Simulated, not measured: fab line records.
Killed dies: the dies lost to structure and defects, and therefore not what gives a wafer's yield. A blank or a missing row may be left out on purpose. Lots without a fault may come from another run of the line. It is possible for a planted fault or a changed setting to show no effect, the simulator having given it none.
A struck lot beside a sound one :: flow nand-harc :: 41 out of 1302 route steps
Sound: these wafers, L753.1, L753.3, L753.4. Struck: wafer L769.1. (L769.2, L769.6 of the same lot were not struck and are left out.) The cause comes at the end.
Each step with rows lists, per side, the tool, then ch with its chambers, then its first start. Under that, the readings that differ: sound wafers :: struck wafers :: difference of the means :: sigmas: that difference in standard deviations of wafers without a fault.
alike: readings whose means differ by less than 2 such deviations, and words and numbers that are the same on both sides. not compared: withheld readings, readings that some wafer has no value for, bounds like >300 that may hide the same value, and numbers for which the record gives no deviation and whose values overlap.
Wherever a step has rows on one side only, a row that says differs or no value, or a row with sigmas, the two part there. When numbers do not overlap yet have no deviation, they are printed without sigmas and do not part them. A reading missing from all wafers of one side parts the sides only when that side holds two or more wafers.

first, 7 steps without rows for these wafers: NHARC_A_CONTACT_COAT_87 (time 65 s); NHARC_A_CONTACT_COAT_02 (resist thk 90 nm); NHARC_A_CONTACT_SOFTBAKE_03 (time 55 s); NHARC_A_CONTACT_EBR_04; NHARC_A_CONTACT_EXPOSE_05 (exposes mask A CC); NHARC_A_CONTACT_PEB_06 (peb time 65 s); NHARC_A_CONTACT_DEVELOP_07 (develop time 35 s).
NHARC_A_CONTACT_CD_MEAS_08 targets a cd of 200 nm.
  sound on cd-sem-02 ch 0, day 22 14:26; struck on cd-sem-02 ch 0, day 29 13:28
  alike: cd-nm
NHARC_A_CONTACT_OVL_MEAS_09:
  sound on overlay-01, day 22 14:32; struck on overlay-01, day 29 13:33
  alike: overlay-x-nm, overlay-y-nm
NHARC_A_CONTACT_INSPECT_10:
  sound on defect-inspect-02, day 22 14:34; struck on defect-inspect-02, day 29 13:35
  alike: raw-defect-count
then, 2 steps without rows for these wafers: NHARC_A_CONTACT_DESCUM_13 (chemistry O2, time 3 s); NHARC_A_CONTACT_ETCH_88 (etches the open film in CF4, target depth 39 nm, time 65 s).
NHARC_A_CONTACT_ETCH_89: etches the open film in N2/H2, target depth 260 nm, time 475.3 s.
  sound on rie-diel-04 ch 0,1,3, day 22 14:50; struck on rie-diel-11 ch 1, day 29 13:54
reading: rf-hours-counter-h (h)
sound: 30 26 24
struck: 21
difference: -6
sigmas: 
  alike: drypump-motor-current-A, oes-product-au, rf-vpp-V, showerhead-plenum-p-Torr, throttle-valve-pct
then, 3 steps without rows for these wafers: NHARC_A_CONTACT_ETCH_30 (etches the open film in CF4/CHF3, target depth 72.6 nm, time 36.3 s); NHARC_A_CONTACT_ETCH_31 (etches the open film in O2/COS, target depth 2800 nm, time 728 s); NHARC_A_CONTACT_ETCH_134 (etches the open film in C4F8/O2/Ar, time 140 s, target depth 700 nm).
NHARC_A_CONTACT_ETCH_135: etches the open film in C4F8/O2/Ar, time 311 s, target depth 1912 nm.
  sound on har-cap-etch-02 ch 0,1, day 22 15:58; struck on har-cap-etch-03 ch 1, day 29 15:01
  not compared: rf-hours-counter-h
then, 1 step without rows for these wafers: NHARC_A_CONTACT_ETCH_136 (etches the open film in C4F8/O2/Ar, time 311 s, target depth 1912 nm).
NHARC_A_CONTACT_ETCH_137: etches the open film in C4F8/O2/Ar, time 311 s, target depth 1912 nm.
  sound on har-cap-etch-02 ch 0,1, day 22 16:30; struck on har-cap-etch-03 ch 1, day 29 15:33
  not compared: rf-hours-counter-h
then, 2 steps without rows for these wafers: NHARC_A_CONTACT_ETCH_138 (etches the open film in C4F8/O2/Ar, time 311 s, target depth 1914 nm); NHARC_A_CONTACT_ETCH_139 (etches the open film in C4F8/O2/Ar, time 195 s, target depth 840 nm).
NHARC_A_CONTACT_ETCH_92: etches the open film in CH3F/O2, target depth 40 nm, time 85.7 s.
  sound on rie-diel-11 ch 1,2,3, day 22 17:36; struck on rie-diel-04 ch 0, day 29 16:40
  alike: drypump-motor-current-A, o2-flow-sccm, oes-product-au, rf-vpp-V, showerhead-plenum-p-Torr, throttle-valve-pct
  not compared: rf-hours-counter-h
then, 1 step without rows for these wafers: NHARC_A_CONTACT_ETCH_98 (etches the open film in C4F6/O2, target depth 20 nm, time 10 s).
NHARC_A_CONTACT_CD_MEAS_15:
  sound on cd-sem-03, day 22 17:49; struck on cd-sem-01, day 29 16:54
  alike: cd-nm
then, 4 steps without rows for these wafers: NHARC_A_CONTACT_STRIP_107 (strips in N2/H2); NHARC_A_CONTACT_STRIP_108 (strips in CF4/CHF3); NHARC_A_CONTACT_STRIP_109 (strips in O2/COS); NHARC_A_CONTACT_ETCH_110 (etches the open film in CF4/O2, target depth 60 nm, overetch 6 nm, time 33 s).
NHARC_A_CONTACT_STRIP_26: strips in O2.
  sound: rie-diel-11 ch 1,2,3; struck: rie-diel-11 ch 3
reading: oes-product-au (a.u.)
sound: 0.980 0.972 1.015
struck: 1.025
difference: +0.036
sigmas: +3
  alike: drypump-motor-current-A, o2-flow-sccm, rf-vpp-V, showerhead-plenum-p-Torr, throttle-valve-pct
  not compared: rf-hours-counter-h
then, 3 steps without rows for these wafers: NHARC_A_CONTACT_STRIP_27 (strips in post etch residue remover, time 600 s); NHARC_A_CONTACT_ALD_18 (deposits TiN, target thk 3 nm, pulse time 1 s, ald cycles 150); NHARC_A_CONTACT_CVD_19 (deposits W, target thk 300 nm, time 802 s).
NHARC_A_CONTACT_CMP_20: polishes, t overpolish 30 s, target thk 300 nm.
  sound on cmp-01 ch 1,2,3, day 22 19:50; struck on cmp-01 ch 0, day 29 18:56
  alike: motor-current-A, overpolish-run-s, pad-life-wafers, time-to-endpoint-s
then, 7 steps without rows for these wafers: NHARC_A_CONTACT_SRD_22; NHARC_A_BLC_DEHYDRATE_00 (time 120 s); NHARC_A_BLC_HMDS_01 (time 30 s); NHARC_A_BLC_COAT_02 (time 75 s); NHARC_A_BLC_COAT_03 (time 65 s); NHARC_A_BLC_COAT_04 (resist thk 90 nm); NHARC_A_BLC_SOFTBAKE_05 (time 55 s).
NHARC_END_SORT_01:
  here the record holds rows for the struck wafers (prober-02 ch 0, day 31 15:02) but none for the sound ones

WHERE THEY PART
Earliest at NHARC_A_CONTACT_STRIP_26; latest, in this record, at NHARC_END_SORT_01.

WHY: what the simulator had put in
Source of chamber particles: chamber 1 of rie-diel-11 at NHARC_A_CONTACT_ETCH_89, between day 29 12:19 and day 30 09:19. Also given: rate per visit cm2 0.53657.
